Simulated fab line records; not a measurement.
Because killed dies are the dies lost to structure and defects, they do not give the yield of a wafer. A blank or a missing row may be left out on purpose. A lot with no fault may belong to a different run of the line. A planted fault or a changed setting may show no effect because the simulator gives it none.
Split-lot study || flow n5 finfet || route with 1938 steps; 7 lots, 21 wafers read

THE SPLIT ITSELF
At N5_FIN_SAQP_HM_DEP_03 (deposits SiNx from SiH4/NH3/N2, target thk 38 nm, time 33.6 s), the setting time s was moved away from the recipe's 33.6 s on 7 of the 21 wafers read, by -8.1% to +7.4%. The other wafers ran this setting at the recipe's value.

FROM THE SPLIT TO THE READING: what the file shows between them, 22 steps
- N5_FIN_SAQP_THK_MEAS_05
- N5_FIN_SAQP_PECVD_48: deposits SiNx from SiH4/NH3/N2, target thk 25 nm, time 22.1 s (also split here: time s)
- N5_FIN_SAQP_COAT_50: time 60 s, resist thk 35 nm (also split here: spin rpm)
- N5_FIN_SAQP_PEB_14: peb time 60 s (also split here: peb time s)
- N5_FIN_SAQP_DEVELOP_15: develop time 30 s
- N5_FIN_SAQP_CD_MEAS_16: target cd 35.6 nm
- N5_FIN_SAQP_DESCUM_21: chemistry O2, time 7.9 s
- N5_FIN_SAQP_ETCH_51: etches SiARC in CF4, target depth 45.5 nm, time 75.8 s
- N5_FIN_SAQP_ETCH_52: etches SOC in N2/H2, target depth 100 nm, overetch 20 nm, time 150 s
- N5_FIN_SAQP_STRIP_53: strips in N2/H2
- N5_FIN_SAQP_HM_OPEN_73: chemistry CHF3/O2, target SiO2, stops on a-Si, target depth 12 nm, time 16.8 s
- N5_FIN_SAQP_MANDREL1_REMOVE_56: chemistry HBr/Cl2/O2, target a-Si, stops on SiNx, bt time 10 s
- N5_FIN_SAQP_ETCH_57: etches SiNx in CH3F/O2, target depth 32.5 nm, time 46.4 s
- N5_FIN_SAQP_ETCH_65: etches SiO2 in CF4, target depth 4 nm, time 4.4 s
- N5_FIN_SAQP_MANDREL_ETCH_58: etches a-Si in HBr/Cl2, stops on SiNx, target depth 45 nm, bt time 10 s, time 27 s
- N5_FIN_SAQP_RECESS_63: chemistry HF/NH3, target SiO2, target depth 18 nm, afs cycles 3, sublimation time 60 s
- N5_FIN_SAQP_COAT_68: time 60 s, resist thk 100 nm
- N5_FIN_SAQP_MANDREL2_REMOVE_60: chemistry HBr/Cl2/O2, target a-Si, stops on SiNx, bt time 10 s
- N5_FIN_SAQP_HM_OPEN_33: chemistry CH3F/O2, target SiNx, target depth 49.4 nm, time 70.6 s
- N5_FIN_SAQP_ETCH_34: etches SiO2 in C4F6/O2, target depth 45 nm, time 15 s
- N5_FIN_SAQP_STRIP_77: strips in N2/H2, time 90 s
- N5_FIN_SAQP_ETCH_64: etches SiO2 in CF4, target depth 1.5 nm

THE READING
SiNx_of_FIN_SAQP_HM_DEP_03.thk nm (the simulator's own value, which no gauge read), in nm, at N5_FIN_SAQP_FIN_ETCH_36 (etches the open film in HBr/Cl2/O2, target depth 120 nm, time 50.4 s). The file does not state a usual value for it. Average 21.2 nm, standard deviation 0.49 nm, over the 14 wafers here run with the recipe.

{"wafer": "L075.1", "tool, chamber at the split": "pecvd-04, 1", "time s as run, s": 33.6, "against the recipe": "recipe", "SiNx_of_FIN_SAQP_HM_DEP_03.thk nm, nm": 21.2, "against lot-mates on the recipe": "-"}
{"wafer": "L075.3", "tool, chamber at the split": "pecvd-04, 0", "time s as run, s": 31.81, "against the recipe": "-5.3%", "SiNx_of_FIN_SAQP_HM_DEP_03.thk nm, nm": 19.6, "against lot-mates on the recipe": -1.8}
{"wafer": "L075.6", "tool, chamber at the split": "pecvd-04, 2", "time s as run, s": 33.6, "against the recipe": "recipe", "SiNx_of_FIN_SAQP_HM_DEP_03.thk nm, nm": 21.6, "against lot-mates on the recipe": "-"}
{"wafer": "L076.2", "tool, chamber at the split": "pecvd-03, 0", "time s as run, s": 35.13, "against the recipe": "+4.6%", "SiNx_of_FIN_SAQP_HM_DEP_03.thk nm, nm": 21.4, "against lot-mates on the recipe": "+0.2"}
{"wafer": "L076.3", "tool, chamber at the split": "pecvd-03, 1", "time s as run, s": 35.13, "against the recipe": "+4.6%", "SiNx_of_FIN_SAQP_HM_DEP_03.thk nm, nm": 21.8, "against lot-mates on the recipe": "+0.6"}
{"wafer": "L076.6", "tool, chamber at the split": "pecvd-03, 0", "time s as run, s": 33.6, "against the recipe": "recipe", "SiNx_of_FIN_SAQP_HM_DEP_03.thk nm, nm": 21.2, "against lot-mates on the recipe": "-"}
{"wafer": "L079.2", "tool, chamber at the split": "pecvd-03, 2", "time s as run, s": 33.6, "against the recipe": "recipe", "SiNx_of_FIN_SAQP_HM_DEP_03.thk nm, nm": 20.8, "against lot-mates on the recipe": "-"}
{"wafer": "L079.3", "tool, chamber at the split": "pecvd-03, 0", "time s as run, s": 33.6, "against the recipe": "recipe", "SiNx_of_FIN_SAQP_HM_DEP_03.thk nm, nm": 21, "against lot-mates on the recipe": "-"}
{"wafer": "L079.4", "tool, chamber at the split": "pecvd-03, 2", "time s as run, s": 33.6, "against the recipe": "recipe", "SiNx_of_FIN_SAQP_HM_DEP_03.thk nm, nm": 21.4, "against lot-mates on the recipe": "-"}
{"wafer": "L083.1", "tool, chamber at the split": "pecvd-02, 0", "time s as run, s": 33.6, "against the recipe": "recipe", "SiNx_of_FIN_SAQP_HM_DEP_03.thk nm, nm": 21.4, "against lot-mates on the recipe": "-"}
{"wafer": "L083.3", "tool, chamber at the split": "pecvd-02, 1", "time s as run, s": 32.06, "against the recipe": "-4.6%", "SiNx_of_FIN_SAQP_HM_DEP_03.thk nm, nm": 19.6, "against lot-mates on the recipe": -1.8}
{"wafer": "L083.5", "tool, chamber at the split": "pecvd-02, 2", "time s as run, s": 32.06, "against the recipe": "-4.6%", "SiNx_of_FIN_SAQP_HM_DEP_03.thk nm, nm": 19.2, "against lot-mates on the recipe": -2.2}
{"wafer": "L091.3", "tool, chamber at the split": "pecvd-02, 2", "time s as run, s": 33.6, "against the recipe": "recipe", "SiNx_of_FIN_SAQP_HM_DEP_03.thk nm, nm": 20, "against lot-mates on the recipe": "-"}
{"wafer": "L091.4", "tool, chamber at the split": "pecvd-02, 0", "time s as run, s": 36.1, "against the recipe": "+7.4%", "SiNx_of_FIN_SAQP_HM_DEP_03.thk nm, nm": 24.2, "against lot-mates on the recipe": "+3.3"}
{"wafer": "L091.5", "tool, chamber at the split": "pecvd-02, 1", "time s as run, s": 33.6, "against the recipe": "recipe", "SiNx_of_FIN_SAQP_HM_DEP_03.thk nm, nm": 21.8, "against lot-mates on the recipe": "-"}
{"wafer": "L092.4", "tool, chamber at the split": "pecvd-04, 0", "time s as run, s": 33.6, "against the recipe": "recipe", "SiNx_of_FIN_SAQP_HM_DEP_03.thk nm, nm": 20.4, "against lot-mates on the recipe": "-"}
{"wafer": "L092.5", "tool, chamber at the split": "pecvd-04, 2", "time s as run, s": 33.6, "against the recipe": "recipe", "SiNx_of_FIN_SAQP_HM_DEP_03.thk nm, nm": 21, "against lot-mates on the recipe": "-"}
{"wafer": "L092.6", "tool, chamber at the split": "pecvd-04, 1", "time s as run, s": 33.6, "against the recipe": "recipe", "SiNx_of_FIN_SAQP_HM_DEP_03.thk nm, nm": 21.6, "against lot-mates on the recipe": "-"}
{"wafer": "L094.2", "tool, chamber at the split": "pecvd-03, 2", "time s as run, s": 33.6, "against the recipe": "recipe", "SiNx_of_FIN_SAQP_HM_DEP_03.thk nm, nm": 21.6, "against lot-mates on the recipe": "-"}
{"wafer": "L094.4", "tool, chamber at the split": "pecvd-03, 0", "time s as run, s": 33.6, "against the recipe": "recipe", "SiNx_of_FIN_SAQP_HM_DEP_03.thk nm, nm": 21.6, "against lot-mates on the recipe": "-"}
{"wafer": "L094.3", "tool, chamber at the split": "pecvd-03, 0", "time s as run, s": 30.87, "against the recipe": "-8.1%", "SiNx_of_FIN_SAQP_HM_DEP_03.thk nm, nm": 17.8, "against lot-mates on the recipe": -3.8}

FIT RESULTS
A straight line over all 21 wafers: SiNx_of_FIN_SAQP_HM_DEP_03.thk nm changes by +0.333 nm for each +1% of time s; r = +0.89; the points scatter about the line by 0.59 nm.
The same after taking each lot's own level away (the mean of its wafers on the recipe; 21 wafers): +0.369 nm for each +1%; r = +0.91; scatter 0.59 nm.
The reading moves by 3 nm for the largest change in time s, on that fit.
Across the lots, their own levels run from 20.90 to 21.60 nm, a range of 1.4 times the standard deviation given above.
The two slopes are in agreement: the lot-to-lot level therefore moves the slope only a little.
Check: with one of the wafers moved furthest among these (-8.1%) left out of the fit, the line predicts -2.86 nm for it against its lot-mates. Against them it came out at -3.8 nm.

ADDITIONAL SPLITS CARRIED BY THESE WAFERS
Before the reading, these wafers also passed through other splits. Each is held against what the fit with the lots' levels taken away leaves over:
{"other split on the same wafers": "N5_WELL_APT_PEB_23 peb temp c", "wafers away from the commonest value": 3, "r with SiNx_of_FIN_SAQP_HM_DEP_03.thk nm (lot level and that fit taken away)": "+0.15"}
{"other split on the same wafers": "N5_FIN_SAQP_PECVD_48 time s", "wafers away from the commonest value": 4, "r with SiNx_of_FIN_SAQP_HM_DEP_03.thk nm (lot level and that fit taken away)": -0.01}
{"other split on the same wafers": "N5_FIN_SAQP_COAT_50 spin rpm", "wafers away from the commonest value": 5, "r with SiNx_of_FIN_SAQP_HM_DEP_03.thk nm (lot level and that fit taken away)": "+0.27"}
{"other split on the same wafers": "N5_FIN_SAQP_PEB_14 peb time s", "wafers away from the commonest value": 9, "r with SiNx_of_FIN_SAQP_HM_DEP_03.thk nm (lot level and that fit taken away)": "+0.07"}

THE WHOLE CHAIN: every reading that the file lists as answering this split, in the file's order
{"step": "N5_FIN_SAQP_HM_DEP_03", "what it does": "deposits SiNx from SiH4/NH3/N2, target thk 38 nm, time 33.6 s", "reading": "SiNx_of_FIN_SAQP_HM_DEP_03.thk nm (the simulator's own value, which no gauge read)", "change (the file's fit)": "+0.389 nm for each +1% of the setting", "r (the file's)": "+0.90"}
{"step": "N5_FIN_SAQP_THK_MEAS_05", "what it does": "", "reading": "thk nm", "change (the file's fit)": "withheld for each +1% of the setting", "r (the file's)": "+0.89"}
{"step": "N5_FIN_SAQP_MANDREL_ETCH_58", "what it does": "etches a-Si in HBr/Cl2, stops on SiNx, target depth 45 nm, bt time 10 s, time 27 s", "reading": "SiNx_of_FIN_SAQP_HM_DEP_03.thk nm (the simulator's own value, which no gauge read)", "change (the file's fit)": "+0.382 nm for each +1% of the setting", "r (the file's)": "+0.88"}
{"step": "N5_FIN_SAQP_HM_OPEN_33", "what it does": "chemistry CH3F/O2, target SiNx, target depth 49.4 nm, time 70.6 s", "reading": "etch rf on time s", "change (the file's fit)": "withheld for each +1% of the setting", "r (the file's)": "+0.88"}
{"step": "N5_FIN_SAQP_HM_OPEN_33", "what it does": "chemistry CH3F/O2, target SiNx, target depth 49.4 nm, time 70.6 s", "reading": "etch.depth nm (the simulator's own value, which no gauge read)", "change (the file's fit)": "+0.38 nm for each +1% of the setting", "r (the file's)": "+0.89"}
{"step": "N5_FIN_SAQP_FIN_ETCH_36", "what it does": "etches the open film in HBr/Cl2/O2, target depth 120 nm, time 50.4 s", "reading": "SiNx_of_FIN_SAQP_HM_DEP_03.thk nm (the simulator's own value, which no gauge read)", "change (the file's fit)": "+0.397 nm for each +1% of the setting", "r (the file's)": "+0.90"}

THE FILE'S OWN FIT
SiNx_of_FIN_SAQP_HM_DEP_03.thk nm changes by +0.397 nm for each +1% of time s, r = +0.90.
